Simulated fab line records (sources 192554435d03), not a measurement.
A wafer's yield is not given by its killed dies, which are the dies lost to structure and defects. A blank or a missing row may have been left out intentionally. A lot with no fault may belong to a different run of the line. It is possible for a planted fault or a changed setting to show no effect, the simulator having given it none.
A lot that was struck, set against a sound lot    flow n5Finfet    28 out of 1938 route steps
Sound: these wafers, L484.1, L484.3, L484.5. Struck: wafers L496.1, L496.2, L496.6. The cause comes at the end.
Order at every step that has rows: each side's tool, ch and its chambers, its first start. Under that, the readings that differ: sound wafers    struck wafers    difference of the means    sigmas: that difference in standard deviations of wafers without a fault.
alike: a reading whose means differ by less than 2 such deviations, as well as words and numbers matching on both sides. not compared: withheld readings; readings where some wafer has no value; bounds like >300 that might hide an equal value; numbers whose values overlap and for which the record gives no deviation.
A row with sigmas, a row that says differs or no value, or rows on one side alone: a step with any of these is where the two part. Non-overlapping numbers with no deviation appear without sigmas and do not part them. A reading that every wafer of one side lacks parts them only if that side has two wafers or more.

first, 12 steps without rows for these wafers: N5_MOL_CONTACT_COAG_ETCH_89 (etches underlayer in N2/H2, target depth 13 nm, time 10.4 s); N5_MOL_CONTACT_COAG_ETCH_90 (etches SiARC in CF4, target depth 13 nm, time 21.7 s); N5_MOL_CONTACT_COAG_ALD_131 (deposits SiO2, target thk 5 nm, pulse time 1 s, co reactant pulse time 1 s); N5_MOL_CONTACT_COAG_ETCHBACK_132 (etches SiO2 in CHF3, target depth 10 nm, time 6.7 s); N5_MOL_CONTACT_COAG_ETCH_91 (etches SOC in N2/H2, target depth 60 nm, overetch 21 nm, time 101.2 s); N5_MOL_CONTACT_COAG_STRIP_92 (strips in N2/H2); N5_MOL_CONTACT_COAG_STRIP_93 (strips in N2/H2); N5_MOL_CONTACT_COAG_ETCHBACK_135 (etches SiO2 in CHF3, target depth 25 nm, time 16.7 s); N5_MOL_CONTACT_COAG_STRIP_118 (strips in CHF3); N5_MOL_CONTACT_COAG_VIA_ETCH_46 (etches SiO2 in C4F6/O2, target depth 46 nm, overetch 9.2 nm, time 40 s); N5_MOL_CONTACT_COAG_STRIP_96 (strips in N2/H2); N5_MOL_CONTACT_COAG_ETCH_47 (etches SiNx in CH3F/O2, stops on W, target depth 27 nm).
N5_MOL_CONTACT_COAG_STRIP_119: strips in N2/H2, time 30 s.
  sound on plasmaAsher-02 ch 0,1, day 5 14:59; struck on plasmaAsher-02 ch 0,1, day 8 16:11
  alike: drypumpMotorCurrentA, heaterPowerW, tempC
  not compared: rfHoursCounterH
then, 11 steps without rows for these wafers: N5_MOL_CONTACT_COAG_PRECLEAN_144 (cleans in alkaline clean, time 60 s); N5_MOL_CONTACT_COAG_SRD_145 (time 30 s); N5_MOL_CONTACT_COAG_COAT_62 (time 60 s, resist thk 60 nm); N5_MOL_CONTACT_COAG_COAT_63 (time 60 s, resist thk 10 nm); N5_MOL_CONTACT_COAG_COAT_64 (time 60 s, resist thk 10 nm); N5_MOL_CONTACT_COAG_COAT_34 (resist thk 40 nm); N5_MOL_CONTACT_COAG_EBR_36; N5_MOL_CONTACT_COAG_SOFTBAKE_35 (time 60 s); N5_MOL_CONTACT_COAG_EXPOSE_37 (exposes mask VD, defocus 0 nm); N5_MOL_CONTACT_COAG_PEB_38 (peb time 60 s); N5_MOL_CONTACT_COAG_DEVELOP_39 (develop time 30 s).
N5_MOL_CONTACT_COAG_INSPECT_42: inspects for defects (brightfield).
  sound on defectInspect-01 at day 5 15:32; struck on defectInspect-02 at day 8 16:44
reading         sound        struck       difference  sigmas
rawDefectCount  223 356 365  819 806 853  +511        +9
then, 1 step without rows for these wafers: N5_MOL_CONTACT_COAG_DESCUM_45 (chemistry O2, time 7 s).
-- here the record skips 9 days between the struck wafers' starts before and after, leaving off in module MOL_CONTACT_COAG and picking up in module BEOL_M4 (first step shown: number 1111 of the route) --
N5_BEOL_M4_RC_MEAS_101:
  sound on prober-01 ch 0, day 16 11:26; struck on prober-01 ch 0, day 18 01:56
reading    sound           struck          difference  sigmas
VT_N (mV)  249 247 246     260 247 260     +8          +2
VT_P (mV)  -252 -250 -250  -260 -255 -261  -8          -3
  alike: DIBL_N, DIBL_P, IOFF_N, IOFF_P, ION_N, ION_P, SS_N, SS_P
-- here the record skips 5 days between the struck wafers' starts before and after, leaving off in module BEOL_M4 and picking up in module PASSIVATION (first step shown: number 1936 of the route) --
N5_PASSIVATION_PROBE_49:
  sound on prober-01 at day 21 16:14; struck on prober-02 at day 23 07:56
reading                  sound           struck          difference  sigmas
defectLimitedYield (%)   89.9 92.8 90.0  83.4 80.6 82.6  -8.7        -6
killedAtContacts         15 10 11        104 130 115     +104        +17
killedDies               119 85 118      196 229 205     +103        +6
sort_bin_5_function (%)  5.3 4.3 6.5     10.3 12.5 10.8  +5.8        +5
sortNPass                1061 1095 1062  983 951 975     -103        -6
sortYieldPct (%)         89.9 92.8 90.0  83.3 80.6 82.6  -8.7        -6
  alike: killed_at_M0_to_M3, killed_at_M4_up, killedAtFrontEnd, killedAtOther, killedOpen, killedShort, sort_bin_6_memory, sort_bin_8_speed

## WHERE THEY PART
First at N5_MOL_CONTACT_COAG_INSPECT_42; last, within this record, at N5_PASSIVATION_PROBE_49.

WHY: what had been put in by the simulator
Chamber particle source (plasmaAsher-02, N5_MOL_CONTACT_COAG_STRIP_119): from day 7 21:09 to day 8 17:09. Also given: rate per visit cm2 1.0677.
